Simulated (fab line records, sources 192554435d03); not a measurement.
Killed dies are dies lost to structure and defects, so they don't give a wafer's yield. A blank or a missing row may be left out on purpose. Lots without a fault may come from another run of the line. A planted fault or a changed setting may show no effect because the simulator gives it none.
fab line records | flow n5_finfet | part 1 of 2: steps 1 to 20 of 34
record lots=5 wafers=15 last_day=18
route steps=1938 shown BEOL_M14@1751 BEOL_M15@1773
lots that met no fault: from a run of the same line without faults
start_h: hours from the record's first day to the start of the lot's first wafer shown | wait_h: hours since the lot's step before | " the same as in the row above | L1.1+2: a row that stands for several wafers | - no value, or no start given | * or withheld: withheld | < > ~ a bound
route shown NAME@n: a module of which the file shows steps, and the number in the route of the first | usual: mean/standard deviation of fault-free wafers | same: alike in all rows | chamber/n: place in a boat | sites: the reading at each site | _std_site: their standard deviation | _edge_site: outer sites' mean less inner sites' | radius_mm: how far each site lies from the wafer's centre | mask NAME#n: copy n | behind: the tool/chamber that last shaped the wafer | hold: why the lot was held/for how many hours/how that ended | device: the transistor (n, p or np) that didn't switch | end of line: the same wafers' tests at the end of the route | a step without rows: its recipe alone | killed: dies lost to structure and defects at the first sort, not the wafer's yield | map: a wafer's dies, x killed, . not, _ none there
set.NAME: the setting as run; set.NAME@STEP: as run at that earlier step | model.NAME: the simulator's own value behind a step, which no gauge read
lots at some steps of the route; a table a step, a row a wafer
services: from which hour (start_h, from the record's first day; less than 0 if before it) a tool's chamber was out of use, for how many hours, and why
## steps
# step N5_BEOL_M14_ETCH_68
# recipe chemistry=N2/H2 target=SOC mask_material=SiARC source_w=3000 bias_w=350 temp_c=40 time_s=450 ion_energy_ev=200 pressure_mtorr=30 n2_flow_sccm=200 h2_flow_sccm=200
# usual chamber_pressure_mTorr=30.002/0.029 drypump_motor_current_A=6.0/0.41 oes_product_au=0.82/0.079 rf_vpp_V=523.6/1.9 showerhead_plenum_p_Torr=2.54/0.068 temp_c=40.02/0.11 throttle_valve_pct=17.78/0.24
# columns lot.wafer tool chamber start_h wait_h chamber_pressure_mTorr drypump_motor_current_A oes_product_au rf_hours_counter_h rf_vpp_V showerhead_plenum_p_Torr temp_c throttle_valve_pct
L078.1 rie_diel-04 2 267.38 0.1 29.995 5.4 0.89 36 522.8 2.47 39.91 17.33
L078.5 " 0 " " 29.948 5.4 0.91 - 523.5 2.60 40.07 17.50
L078.6 " 3 " " 29.938 6.3 0.91 - 528.3 2.70 40.06 17.78
L080.1 rie_diel-05 0 286.72 0.1 30.008 6.1 0.79 110 520.8 2.46 40.17 17.66
L080.5 " 3 " " 30.032 6.2 0.68 - 526.5 2.61 40.22 18.29
L080.6 " 0 " " 29.975 6.1 0.79 - 520.4 2.46 40.11 17.65
L086.2 rie_diel-05 2 316.60 0.1 29.977 6.3 0.75 134 520.8 2.45 39.79 17.64
L086.3 " 1 " " 30.004 6.2 0.85 41 524.1 2.48 39.85 17.78
L086.4 " 2 " " 29.989 6.3 0.75 - 522.4 2.45 40.02 17.62
L089.4 rie_diel-04 1 325.43 0.1 30.004 6.1 0.67 243 522.3 2.51 40.12 17.90
L089.5 " 2 " " 30.027 5.4 0.86 - 522.9 2.46 40.05 17.39
L089.6 " 1 " " 29.960 6.1 0.67 - 522.4 2.51 39.94 17.91
L097.1 rie_diel-04 0 390.28 0.1 30.059 5.4 0.85 76 526.4 2.58 40.07 17.61
L097.4 " 2 " " 29.959 5.3 0.81 85 522.6 2.45 39.68 17.44
L097.6 " 3 " " 30.024 6.3 0.83 - 527.5 2.68 40.20 17.85
# step N5_BEOL_M14_STRIP_69
# recipe chemistry=N2/H2 temp_c=40 n2_flow_sccm=200 h2_flow_sccm=200 rf_frequency_hz=6e+07
# columns lot.wafer tool chamber start_h wait_h
L078.1+5+6 rie_diel-04 2,0,3 267.64 0.1
L080.1+5+6 rie_diel-05 0,3,0 286.98 0.1
L086.2+3+4 rie_diel-05 2,1,2 316.86 0.1
L089.4+5+6 rie_diel-04 1,2,1 325.70 0.1
L097.1+4+6 rie_diel-04 0,2,3 390.54 0.1
# step N5_BEOL_M14_TRENCH_ETCH_34
# recipe chemistry=C4F8/O2/Ar target=SiO2 target_depth_a=5566.5 mask_material=SOC he_inner_torr=15 he_outer_torr=30 time_s=126.9 ion_energy_ev=800 pressure_mtorr=20 source_w=1905 bias_w=2040 Ar_flow_sccm=400 C4F8_flow_sccm=16 O2_flow_sccm=12
# usual C4F8_flow_sccm=16.01/0.049 chamber_pressure_mTorr=20.000/0.018 drypump_motor_current_A=6.0/0.42 oes_product_au=0.82/0.079 rf_vpp_V=2222/23 showerhead_plenum_p_Torr=3.43/0.084 throttle_valve_pct=30.92/0.23
# columns lot.wafer tool chamber start_h wait_h C4F8_flow_sccm chamber_pressure_mTorr drypump_motor_current_A oes_product_au rf_hours_counter_h rf_vpp_V showerhead_plenum_p_Torr throttle_valve_pct
L078.1 rie_diel-04 2 267.65 0.0 16.02 20.009 5.4 0.90 36 2187 3.37 30.59
L078.5 " 0 " " 15.99 19.996 5.4 0.91 - 2248 3.51 30.71
L078.6 " 3 " " 16.07 20.033 6.3 0.91 - 2229 3.64 31.05
L080.1 rie_diel-05 0 286.99 0.0 15.93 20.015 6.1 0.78 110 2234 3.33 30.75
L080.5 " 3 " " 15.93 19.997 6.2 0.68 - 2259 3.52 31.33
L080.6 " 0 " " 16.03 19.984 6.1 0.78 - 2232 3.33 30.75
L086.2 rie_diel-05 2 316.87 0.0 15.98 19.982 6.4 0.75 134 2188 3.32 30.72
L086.3 " 1 " " 15.95 19.997 6.2 0.83 41 2236 3.36 31.00
L086.4 " 2 " " 16.00 19.982 6.3 0.75 - 2189 3.32 30.73
L089.4 rie_diel-04 1 325.71 0.0 16.04 20.008 6.0 0.67 243 2210 3.38 30.89
L089.5 " 2 " " 16.08 20.010 5.3 0.87 - 2186 3.35 30.60
L089.6 " 1 " " 15.91 20.018 6.0 0.67 - 2210 3.38 30.87
L097.1 rie_diel-04 0 390.55 0.0 15.98 20.012 5.4 0.85 76 2246 3.48 30.73
L097.4 " 2 " " 16.00 19.974 5.4 0.83 85 2185 3.34 30.61
L097.6 " 3 " " 16.10 19.991 6.4 0.83 - 2226 3.62 31.11
# step N5_BEOL_M14_STRIP_70
# recipe chemistry=C4F8/O2/Ar resist=SiARC rf_frequency_hz=6e+07
# columns lot.wafer tool chamber start_h wait_h
L078.1+5+6 rie_diel-04 2,0,3 267.77 0.1
L080.1+5+6 rie_diel-05 0,3,0 287.11 0.1
L086.2+3+4 rie_diel-05 2,1,2 316.99 0.1
L089.4+5+6 rie_diel-04 1,2,1 325.82 0.1
L097.1+4+6 rie_diel-04 0,2,3 390.67 0.1
# step N5_BEOL_M14_OCD_MEAS_35
# usual trench_depth_nm=559/6.7
# columns lot.wafer tool chamber start_h wait_h trench_depth_nm
L078.1 ocd-01 - 267.81 0.0 567
L078.5 " - " " 567
L078.6 " - " " 567
L080.1 ocd-01 - 287.15 0.0 545
L080.5 " - " " 537
L080.6 " - " " 545
L086.2 ocd-02 - 317.03 0.0 557
L086.3 " - " " 550
L086.4 " - " " 555
L089.4 ocd-01 - 325.87 0.0 558
L089.5 " - " " 563
L089.6 " - " " 557
L097.1 ocd-01 - 390.71 0.0 562
L097.4 " - " " 562
L097.6 " - " " 560
# step N5_BEOL_M14_STRIP_37
# recipe chemistry=O2 power_w=600 temp_c=60 pressure_mtorr=30 rf_frequency_hz=6e+07 bias_power_w=0 overash_fraction=0.3 o2_flow_sccm=225
# usual chamber_pressure_mTorr=29.99/0.052 drypump_motor_current_A=6.0/0.36 oes_product_au=0.82/0.071 rf_vpp_V=3.7/1 showerhead_plenum_p_Torr=2.08/0.058 temp_c=60.02/0.13 throttle_valve_pct=16.68/0.21
# columns lot.wafer tool chamber start_h wait_h chamber_pressure_mTorr drypump_motor_current_A oes_product_au rf_hours_counter_h rf_vpp_V showerhead_plenum_p_Torr temp_c throttle_valve_pct
L078.1 rie_diel-05 0 270.62 2.8 30.02 6.1 0.82 105 2.2 2.02 60.09 16.42
L078.5 " 0 " " 29.91 6.1 0.80 - 3.8 2.02 59.85 16.44
L078.6 " 3 " " 30.07 6.2 0.68 - 4.0 2.15 60.06 17.09
L080.1 rie_diel-05 2 289.24 2.1 30.09 6.3 0.76 121 3.1 2.02 60.23 16.47
L080.5 " 0 " " 29.93 6.0 0.81 - 2.5 2.02 60.20 16.44
L080.6 " 1 " " 30.03 6.2 0.86 - 3.8 2.06 60.10 16.70
L086.2 rie_diel-03 3 318.57 1.5 29.94 6.3 0.75 163 2.3 2.09 59.82 16.64
L086.3 " 0 " " 29.97 5.8 0.79 123 2.9 2.10 60.18 16.96
L086.4 " 2 " " 30.01 5.5 0.92 17 3.2 2.13 60.24 16.83
L089.4 rie_diel-04 1 326.07 0.2 29.99 6.0 0.67 243 2.4 2.07 59.92 16.79
L089.5 " 3 " " 29.92 6.4 0.87 - 3.8 2.23 60.13 16.79
L089.6 " 0 " " 29.94 5.4 0.88 - 4.9 2.14 59.89 16.38
L097.1 rie_diel-03 3 391.45 0.7 29.94 6.3 0.76 190 1.7 2.08 60.12 16.69
L097.4 " 0 " " 30.04 5.8 0.77 152 2.7 2.09 59.98 16.97
L097.6 " 2 " " 30.07 5.5 0.89 - 5.6 2.12 60.06 16.84
# step N5_BEOL_M14_ETCH_38
# recipe chemistry=CF4/N2 target=SiCN target_depth_a=1065 taper_deg=2 time_s=120.6 ion_energy_ev=150 mask_material=SiO2 pressure_mtorr=40 source_w=430 bias_w=70 Ar_flow_sccm=100 cf4_flow_sccm=60 n2_flow_sccm=60
# usual chamber_pressure_mTorr=40.00/0.04 drypump_motor_current_A=6.0/0.36 oes_product_au=0.82/0.073 rf_vpp_V=381.9/1.6 showerhead_plenum_p_Torr=2.20/0.057 throttle_valve_pct=15.45/0.21
# columns lot.wafer tool chamber start_h wait_h chamber_pressure_mTorr drypump_motor_current_A oes_product_au rf_hours_counter_h rf_vpp_V showerhead_plenum_p_Torr throttle_valve_pct
L078.1 rie_diel-05 0 - - 39.98 6.0 0.79 105 381.0 2.13 15.20
L078.5 " 0 " " 39.95 6.0 0.80 - 380.6 2.13 15.18
L078.6 " 3 " " 40.05 6.2 0.68 - 383.5 2.26 15.90
L080.1 rie_diel-05 2 - - 39.99 6.3 0.77 121 380.5 2.14 15.31
L080.5 " 0 " " 39.94 6.1 0.79 - 381.1 2.13 15.20
L080.6 " 1 " " 39.97 6.2 0.86 - 382.3 2.16 15.41
L086.2 rie_diel-03 3 - - 39.97 6.4 0.76 163 382.2 2.20 15.42
L086.3 " 0 " " 40.09 5.7 0.79 123 382.3 2.22 15.73
L086.4 " 2 " " 39.98 5.5 0.93 17 383.8 2.26 15.61
L089.4 rie_diel-04 1 - - 39.99 6.0 0.66 243 381.1 2.18 15.58
L089.5 " 3 " " 40.05 6.3 0.86 - 384.9 2.33 15.48
L089.6 " 0 " " 39.99 5.4 0.87 - 381.5 2.24 15.15
L097.1 rie_diel-03 3 - - 40.02 6.3 0.73 191 381.6 2.19 15.49
L097.4 " 0 " " 40.02 5.8 0.76 152 382.2 2.21 15.77
L097.6 " 2 " " 39.99 5.5 0.87 - 382.8 2.25 15.64
# step N5_BEOL_M14_PRECLEAN_39
# recipe chemistry=residue_remover time_s=60 temp_c=40
# usual temp_c=40.01/0.11
# columns lot.wafer tool chamber start_h wait_h temp_c
L078.1 wet_bench-02 5 270.82 - 39.77
L078.5 " 0 " " 40.09
L078.6 " 4 " " 39.97
L080.1 wet_bench-02 5 289.44 - 40.07
L080.5 " 3 " " 39.89
L080.6 " 6 " " 40.04
L086.2 wet_bench-02 4 318.76 - 39.90
L086.3 " 2 " " 40.07
L086.4 " 6 " " 39.96
L089.4 wet_bench-06 1 326.26 - 40.16
L089.5 " 5 " " 40.25
L089.6 " 2 " " 39.81
L097.1 wet_bench-02 2 391.65 - 40.10
L097.4 " 1 " " 40.01
L097.6 " 6 " " 39.98
# step N5_BEOL_M14_SRD_40
# recipe time_s=30 temp_c=23 rinse_liquid=diw dry=n2_spin spin_rpm=1500 dry_time_s=30
# usual temp_c=23.00/0.1
# same dry_time_s=30
# columns lot.wafer tool chamber start_h wait_h temp_c
L078.1 wet_bench-02 5 270.84 0.0 22.99
L078.5 " 0 " " 23.13
L078.6 " 4 " " 22.82
L080.1 wet_bench-02 5 289.46 0.0 22.92
L080.5 " 3 " " 23.00
L080.6 " 6 " " 23.00
L086.2 wet_bench-02 4 318.78 0.0 22.95
L086.3 " 2 " " 22.82
L086.4 " 6 " " 23.06
L089.4 wet_bench-06 1 326.28 0.0 22.97
L089.5 " 5 " " 22.98
L089.6 " 2 " " 23.03
L097.1 wet_bench-02 2 391.67 0.0 22.94
L097.4 " 1 " " 22.83
L097.6 " 6 " " 22.84
# step N5_BEOL_M14_DEGAS_41
# recipe ambient=vacuum temp_c=300 time_s=60
# usual heater_power_w=482/55
# columns lot.wafer tool chamber start_h wait_h heater_power_w
L078.1 pvd_sputter-03 - 271.80 0.9 555
L078.5 " - " " 473
L078.6 " - " " 412
L080.1 pvd_sputter-01 - 289.78 0.3 408
L080.5 " - " " 455
L080.6 " - " " 419
L086.2 pvd_sputter-03 - 319.22 0.4 416
L086.3 " - " " 568
L086.4 " - " " 549
L089.4 pvd_sputter-03 - 326.66 0.4 557
L089.5 " - " " 559
L089.6 " - " " 481
L097.1 pvd_sputter-03 - 391.89 0.2 554
L097.4 " - " " 489
L097.6 " - " " 545
# step N5_BEOL_M14_PRE_CLEAN_42
# recipe gas=H2/He time_s=30 temp_c=300
# usual heater_power_w=481/55
# columns lot.wafer tool chamber start_h wait_h heater_power_w
L078.1 pvd_sputter-03 - 271.84 0.0 542
L078.5 " - " " 475
L078.6 " - " " 412
L080.1 pvd_sputter-01 - 289.82 0.0 416
L080.5 " - " " 449
L080.6 " - " " 403
L086.2 pvd_sputter-03 - 319.26 0.0 411
L086.3 " - " " 553
L086.4 " - " " 547
L089.4 pvd_sputter-03 - 326.70 0.0 570
L089.5 " - " " 557
L089.6 " - " " 482
L097.1 pvd_sputter-03 - 391.93 0.0 553
L097.4 " - " " 488
L097.6 " - " " 541
# step N5_BEOL_M14_SPUTTER_43
# recipe material=TaN target_thk_a=150 temp_c=50 bias_v=168.6 power_w=15000 chamber_pressure_pa=0.12 time_s=24.19
# usual throttle_valve_pct=29.7/1.1
# columns lot.wafer tool chamber start_h wait_h throttle_valve_pct
L078.1 pvd_sputter-03 - 271.88 0.0 31.0
L078.5 " - " " 28.7
L078.6 " - " " 29.3
L080.1 pvd_sputter-01 - 289.86 0.0 30.9
L080.5 " - " " 28.0
L080.6 " - " " 30.8
L086.2 pvd_sputter-03 - 319.30 0.0 29.1
L086.3 " - " " 30.6
L086.4 " - " " 31.2
L089.4 pvd_sputter-03 - 326.76 0.0 30.5
L089.5 " - " " 31.0
L089.6 " - " " 29.1
L097.1 pvd_sputter-03 - 391.97 0.0 31.1
L097.4 " - " " 28.5
L097.6 " - " " 30.7
# step N5_BEOL_M14_SPUTTER_44
# recipe material=Ta target_thk_a=150 temp_c=50 bias_v=80 power_w=15000 chamber_pressure_pa=0.07 time_s=24.19
# usual throttle_valve_pct=29.7/1.1
# columns lot.wafer tool chamber start_h wait_h throttle_valve_pct
L078.1 pvd_sputter-03 - 271.96 0.0 30.9
L078.5 " - " " 28.6
L078.6 " - " " 29.1
L080.1 pvd_sputter-01 - 289.94 0.0 31.1
L080.5 " - " " 27.9
L080.6 " - " " 30.9
L086.2 pvd_sputter-03 - 319.38 0.0 29.3
L086.3 " - " " 30.8
L086.4 " - " " 30.8
L089.4 pvd_sputter-03 - 326.84 0.0 30.6
L089.5 " - " " 31.1
L089.6 " - " " 28.8
L097.1 pvd_sputter-03 - 392.05 0.0 31.1
L097.4 " - " " 28.7
L097.6 " - " " 30.2
# step N5_BEOL_M14_SPUTTER_45
# recipe material=Cu target_thk_a=1000 temp_c=-20 bias_v=60 power_w=26000 chamber_pressure_pa=0.13 time_s=16.67
# usual throttle_valve_pct=29.7/1.1
# columns lot.wafer tool chamber start_h wait_h throttle_valve_pct
L078.1 pvd_sputter-03 - 272.04 0.0 31.0
L078.5 " - " " 28.9
L078.6 " - " " 28.9
L080.1 pvd_sputter-01 - 290.02 0.0 30.8
L080.5 " - " " 27.7
L080.6 " - " " 30.9
L086.2 pvd_sputter-03 - 319.46 0.0 29.3
L086.3 " - " " 30.6
L086.4 " - " " 31.0
L089.4 pvd_sputter-03 - 326.92 0.0 30.3
L089.5 " - " " 31.3
L089.6 " - " " 29.0
L097.1 pvd_sputter-03 - 392.13 0.0 31.2
L097.4 " - " " 28.6
L097.6 " - " " 30.7
# step N5_BEOL_M14_ECD_47
# recipe material=Cu target_thk_a=12480
# columns lot.wafer tool chamber start_h wait_h
L078.1+5+6 ecd_cu-01 1,1,0 272.18 0.1
L080.1+5+6 ecd_cu-02 1,1,0 290.13 0.1
L086.2+3+4 ecd_cu-02 1,1,0 319.58 0.1
L089.4+5+6 ecd_cu-02 0,1,0 327.05 0.1
L097.1+4+6 ecd_cu-02 0,0,1 392.24 0.1
# step N5_BEOL_M14_ANNEAL_48
# recipe temp_c=225 time_s=90 ambient=N2
# usual wafer_temp_C_max=225.76/0.27
# columns lot.wafer tool chamber start_h wait_h wafer_temp_C_max
L078.1 rtp_anneal-02 0 273.36 1.1 226.03
L078.5 " 0 " " 225.95
L078.6 " 0 " " 225.94
L080.1 rtp_anneal-01 0 290.32 0.1 225.58
L080.5 " 0 " " 225.52
L080.6 " 0 " " 225.57
L086.2 rtp_anneal-01 0 319.81 0.2 225.57
L086.3 " 0 " " 225.85
L086.4 " 0 " " 225.69
L089.4 rtp_anneal-01 0 327.87 0.8 225.50
L089.5 " 0 " " 225.41
L089.6 " 0 " " 225.29
L097.1 rtp_anneal-01 0 392.48 0.2 225.76
L097.4 " 0 " " 225.58
L097.6 " 0 " " 225.85
# step N5_BEOL_M14_CMP_49
# recipe stop_on=SiO2 t_overpolish_s=5.2 down_force_psi=2 platen_rpm=80 clearing_platen_down_force_psi=2 clearing_platen_rpm=80 post_cmp_clean=cu_alkaline target_thk_nm=560 clearing_platen_pad_velocity_m_s=1.5917 pad_velocity_m_s=1.5917
# usual barrier_field_endpoint_s=11.4/0.32 motor_current_A=7.9/1 overpolish_run_s=5.200/0.0094 pad_life_wafers=901/580 time_to_endpoint_s=123/4.4
# columns lot.wafer tool chamber start_h wait_h barrier_field_endpoint_s motor_current_A overpolish_run_s pad_life_wafers time_to_endpoint_s
L078.1 cmp-01 0 274.02 0.6 11.5 6.7 5.189 620 128
L078.5 " 2 " " 11.6 7.8 5.193 - 125
L078.6 " 3 " " 11.6 8.8 5.196 - 125
L080.1 cmp-04 1 290.73 0.4 11.1 7.6 5.203 2103 124
L080.5 " 2 " " 11.1 10.3 5.204 - 124
L080.6 " 3 " " 11.3 7.2 5.184 - 126
L086.3 cmp-04 3 320.06 0.2 10.8 8.0 5.190 186 115
L086.2 " 0 " " 10.7 7.5 5.208 187 115
L086.4 " 1 " " 10.5 7.4 5.197 188 115
L089.4 cmp-02 1 328.07 0.2 11.2 8.4 5.176 379 122
L089.5 " 0 " " 10.7 8.3 5.211 - 112
L089.6 " 1 " " 11.4 8.4 5.209 - 125
L097.1 cmp-01 2 392.78 0.3 11.0 7.7 5.210 1560 119
L097.4 " 1 " " 11.2 6.6 5.196 1563 122
L097.6 " 2 " " 11.0 7.5 5.197 - 120
# step N5_BEOL_M14_THK_MEAS_50
# recipe thk_meas_gauge=xrf reads=Cu_of_BEOL_M14_ECD_47
# usual M14_THK=563/7.7
# columns lot.wafer tool chamber start_h wait_h M14_THK[nm]
L078.1 film_metro-01 - 274.23 - 567
L078.5 " - " " 569
L078.6 " - " " 571
L080.1 film_metro-02 - 290.91 - 545
L080.5 " - " " 539
L080.6 " - " " 546
L086.2 film_metro-01 - 320.36 - 556
L086.3 " - " " 546
L086.4 " - " " 554
L089.4 film_metro-02 - 328.33 - 559
L089.5 " - " " 563
L089.6 " - " " 560
L097.1 film_metro-02 - 393.07 - 569
L097.4 " - " " 568
L097.6 " - " " 567
# step N5_BEOL_M14_PRE_CLEAN_52
# recipe gas=NH3 time_s=15 temp_c=withheld rf_power_w=300
# columns lot.wafer tool chamber start_h wait_h
L078.1+5+6 pecvd-02 0,2,1 274.27 0.0
L080.1+5+6 pecvd-01 0,2,1 290.95 0.0
L086.2+3+4 pecvd-03 2,0,2 320.40 0.0
L089.4+5+6 pecvd-02 1,0,2 328.38 0.0
L097.1+4+6 pecvd-01 0 393.11 0.0
# step N5_BEOL_M14_DEP_53
# recipe material=SiCN target_thk_a=500 temp_c=withheld precursor=3MS/NH3 pressure_torr=3 rf_w=675 time_s=17.8
# usual chamber_pressure_Torr=3.000/0.0063 showerhead_plenum_p_Torr=4.158/0.028 throttle_valve_pct=18.1/1.3
# columns lot.wafer tool chamber start_h wait_h chamber_pressure_Torr showerhead_plenum_p_Torr throttle_valve_pct
L078.1 pecvd-02 0 274.30 0.0 2.999 4.184 19.7
L078.5 " 2 " " 3.000 4.131 17.0
L078.6 " 1 " " 3.000 4.130 17.3
L080.1 pecvd-01 0 290.98 0.0 2.993 4.162 18.8
L080.5 " 2 " " 3.000 4.135 18.4
L080.6 " 1 " " 3.013 4.180 19.3
L086.2 pecvd-03 2 320.42 0.0 2.987 4.148 16.3
L086.3 " 0 " " 3.007 4.198 19.9
L086.4 " 2 " " 2.993 4.131 16.1
L089.4 pecvd-02 1 328.41 0.0 2.998 4.126 17.4
L089.5 " 0 " " 3.004 4.193 19.8
L089.6 " 2 " " 3.004 4.122 17.1
L097.1 pecvd-01 0 393.15 0.0 3.001 4.178 18.8
L097.4 " 0 " " 3.001 4.179 19.0
L097.6 " 0 " " 2.997 4.164 18.9
